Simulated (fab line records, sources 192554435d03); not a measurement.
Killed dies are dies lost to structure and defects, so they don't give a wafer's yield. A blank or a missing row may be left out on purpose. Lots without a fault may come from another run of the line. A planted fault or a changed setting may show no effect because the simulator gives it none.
One fault seen from 3 desks | flow n5_finfet | each desk has only its own numbers; what lay behind them comes last

THE TOOL OWNER'S DESK: rie_diel-01
The tool's own readings at N5_BEOL_M9_VIA_ETCH_34 (etches SiCOH lowk in C4F6/O2, target depth 182.4 nm, time 68.4 s): means of the sampled wafers that have a number, for each lot that ran on this tool. A lot is out of limits, marked OUT, if its mean lies more than 4 standard deviations from the usual mean; the brackets give that distance. Of its 8 readings 7 are shown: the one that was out of limits first, and those that lie furthest out on some lot.
Columns: A = drypump_motor_current_A at N5_BEOL_M9_VIA_ETCH_34, usual 5.8 A; B = oes_f_703_au at N5_BEOL_M9_VIA_ETCH_34, usual 0.81 a.u.; C = oes_o_777_au at N5_BEOL_M9_VIA_ETCH_34, usual 0.81 a.u.; D = oes_product_au at N5_BEOL_M9_VIA_ETCH_34, usual 0.81 a.u.; E = rf_fwd_power_W at N5_BEOL_M9_VIA_ETCH_34, usual 341.7 W; F = rf_vpp_V at N5_BEOL_M9_VIA_ETCH_34, usual 663 V; G = throttle_valve_pct at N5_BEOL_M9_VIA_ETCH_34, usual 20.89 %
lot  | first seen here | A   | B    | C    | D    | E               | F             | G
L627 | day 16 00:55    | 5.6 | 0.59 | 0.62 | 0.79 | 259.9 (-63) OUT | 767 (+14) OUT | 20.99
L628 | day 16 12:08    | 5.7 | 0.58 | 0.61 | 0.77 | 258.6 (-64) OUT | 759 (+13) OUT | 20.95
L630 | day 17 05:02    | 5.7 | 0.57 | 0.59 | 0.75 | 259.8 (-63) OUT | 771 (+14) OUT | 21.06
L639 | day 19 19:12    | 5.7 | 0.79 | 0.79 | 0.79 | 342.3           | 660           | 21.00
This desk's finding: out of limits on L627, L628, L630; first on L627, day 16 00:55 (rf_fwd_power_W at N5_BEOL_M9_VIA_ETCH_34). In limits: L639.

THE METROLOGY DESK
What the gauges read, lot by lot, whatever tool the lot ran on: means of the sampled wafers that have a number. A lot is out of limits, marked OUT, if its mean lies more than 4 standard deviations from the usual mean; the brackets give that distance.
Columns: A = cd_nm at N5_BEOL_M9_CD_MEAS_28, usual 70.09 nm; B = V8_OVL at N5_BEOL_M9_OVL_MEAS_29, usual -0.3 nm
lot  | first seen here | A     | B
L618 | day 11 19:43    | 69.97 | 0.6
L627 | day 16 00:29    | 70.09 | -0.3
L628 | day 16 11:50    | 69.97 | 0.2
L630 | day 17 04:44    | 69.85 | 0.1
L640 | day 18 10:12    | 70.27 | 0.3
L638 | day 18 10:14    | 70.04 | -0.7
L639 | day 19 18:54    | 70.21 | -0.4
This desk's finding: nothing out of limits on any of the 7 lots.

THE DEFECT DESK
What the inspections along the route counted, lot by lot: means of the sampled wafers that have a number. A lot is out of limits, marked OUT, if its mean lies more than 4 standard deviations from the usual mean; the brackets give that distance.
Columns: A = raw_defect_count at N5_BEOL_M9_INSPECT_30, usual 401
lot  | first seen here | A
L618 | day 11 19:48    | 401
L627 | day 16 00:34    | 433
L628 | day 16 11:56    | 390
L630 | day 17 04:50    | 342
L640 | day 18 10:17    | 343
L638 | day 18 10:20    | 566
L639 | day 19 18:59    | 464
This desk's finding: nothing out of limits on any of the 7 lots.

PUT TOGETHER
The tool owner's desk could have raised an alarm at day 16 00:55, on L627, L628, L630.
The metrology desk saw nothing out of limits.
The defect desk saw nothing out of limits.
The metrology desk has L627, L628, L630 on record, within its limits.
The defect desk has L627, L628, L630 on record, within its limits.
Of the lots named, all ran N5_BEOL_M9_VIA_ETCH_34 on rie_diel-01.

WHAT THE SIMULATOR HAD PUT IN
Process parameter drift: rie_diel-01, from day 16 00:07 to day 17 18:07, at N5_BEOL_M9_VIA_ETCH_34. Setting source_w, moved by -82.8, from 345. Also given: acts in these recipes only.
Lots struck among those shown: L627, L628, L630.
Hours from the fault's start to each desk's first reading out of limits: the tool owner's desk, 1.
